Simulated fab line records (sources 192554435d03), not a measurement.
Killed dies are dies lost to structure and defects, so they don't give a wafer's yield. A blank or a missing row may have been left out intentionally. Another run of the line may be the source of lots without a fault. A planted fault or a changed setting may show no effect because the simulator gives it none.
Matching of chambers ; flow n5 finfet ; N5_BEOL_M5_DESCUM_33 on rie diel-01 has 4 sister chambers
The step chemistry O2, time 7 s. 4 wafers are shown with their chamber, then 8 later ones without.

== EACH WAFER AND ITS CHAMBER ==
wafer;chamber;drypump motor current A (A)
L078.1;0;4.9
L086.5;1;5.8
L088.5;3;5.6
L089.1;2;5.2

== WAFERS WITH NO CHAMBER GIVEN ==
wafer;drypump motor current A (A)
L089.4;5.2
L089.6;5.8
L094.1;5.0
L094.4;5.6
L094.5;5.2
L097.2;5.2
L097.3;5.6
L097.5;5.8

== WHICH CHAMBER EACH WENT THROUGH ==
wafer;from the rows above;in truth
L089.4;2;2
L089.6;1;1
L094.1;0;0
L094.4;3;3
L094.5;2;2
L097.2;2;2
L097.3;3;3
L097.5;1;1
8 of 8 placed correctly. Number that these rows cannot place: 0. 0 placed wrongly.
How it was worked out, from the rows above alone: a wafer's distance from a chamber is the root of the sum, over the readings, of the square of ((its reading less the chamber's mean) divided by the reading's scatter). If the next closest chamber is less than 2 further off than the closest, the wafer can't be placed; otherwise it belongs to the closest. Each chamber's mean is taken over the wafers shown for it. The scatter: with one shown wafer a chamber, the root of the mean of the squares of how far each hidden wafer lies from its nearest shown one.
